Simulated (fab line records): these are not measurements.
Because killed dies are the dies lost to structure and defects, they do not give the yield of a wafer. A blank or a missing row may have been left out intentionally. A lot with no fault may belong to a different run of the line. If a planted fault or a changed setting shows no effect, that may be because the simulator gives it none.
Matching of chambers / flow nand harc / pecvd-02 running NHARC_THIN_TSV_DEP_47: 3 sister chambers
The step deposits SiO2, target thk 200 nm. 6 wafers are shown with their chamber, then 7 later ones without.

EACH WAFER AND ITS CHAMBER
wafer=L567.6; chamber=2; throttle valve pct (%)=16.3; mfc precursor sccm (sccm)=160.9
wafer=L570.6; chamber=2; throttle valve pct (%)=16.5; mfc precursor sccm (sccm)=161.2
wafer=L583.5; chamber=0; throttle valve pct (%)=15.8; mfc precursor sccm (sccm)=161.4
wafer=L583.6; chamber=1; throttle valve pct (%)=16.2; mfc precursor sccm (sccm)=161.7
wafer=L586.2; chamber=1; throttle valve pct (%)=16.2; mfc precursor sccm (sccm)=160.7
wafer=L586.3; chamber=0; throttle valve pct (%)=15.8; mfc precursor sccm (sccm)=162.7

WAFERS WITH NO CHAMBER GIVEN
wafer=L586.4; throttle valve pct (%)=15.9; mfc precursor sccm (sccm)=161.4
wafer=L589.4; throttle valve pct (%)=16.1; mfc precursor sccm (sccm)=160.7
wafer=L589.5; throttle valve pct (%)=16.2; mfc precursor sccm (sccm)=161.2
wafer=L589.6; throttle valve pct (%)=16.7; mfc precursor sccm (sccm)=162.7
wafer=L588.1; throttle valve pct (%)=15.9; mfc precursor sccm (sccm)=161.8
wafer=L588.3; throttle valve pct (%)=16.1; mfc precursor sccm (sccm)=160.9
wafer=L588.4; throttle valve pct (%)=16.1; mfc precursor sccm (sccm)=161.8

WHICH CHAMBER EACH ONE RAN IN
wafer=L586.4; from the rows above=0; in truth=0
wafer=L589.4; from the rows above=1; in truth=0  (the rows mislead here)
wafer=L589.5; from the rows above=1; in truth=1
wafer=L589.6; from the rows above=2; in truth=2
wafer=L588.1; from the rows above=0; in truth=0
wafer=L588.3; from the rows above=1; in truth=1
wafer=L588.4; from the rows above=1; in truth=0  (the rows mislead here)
5 of 7 placed correctly. Left unplaced by these rows: 0. Wrongly placed: 2.
How it was worked out, from the rows above alone: a wafer's distance from a chamber is the root of the sum, over the readings, of the square of ((its reading less the chamber's mean) divided by the reading's scatter). The wafer belongs to the nearest chamber; if the next one is less than 2 further off, it can't be placed. A chamber's mean is the mean of its shown wafers. The scatter is the square root of a quotient: the sum, over the shown wafers, of each reading's squared deviation from its chamber's mean, divided by wafers minus chambers.
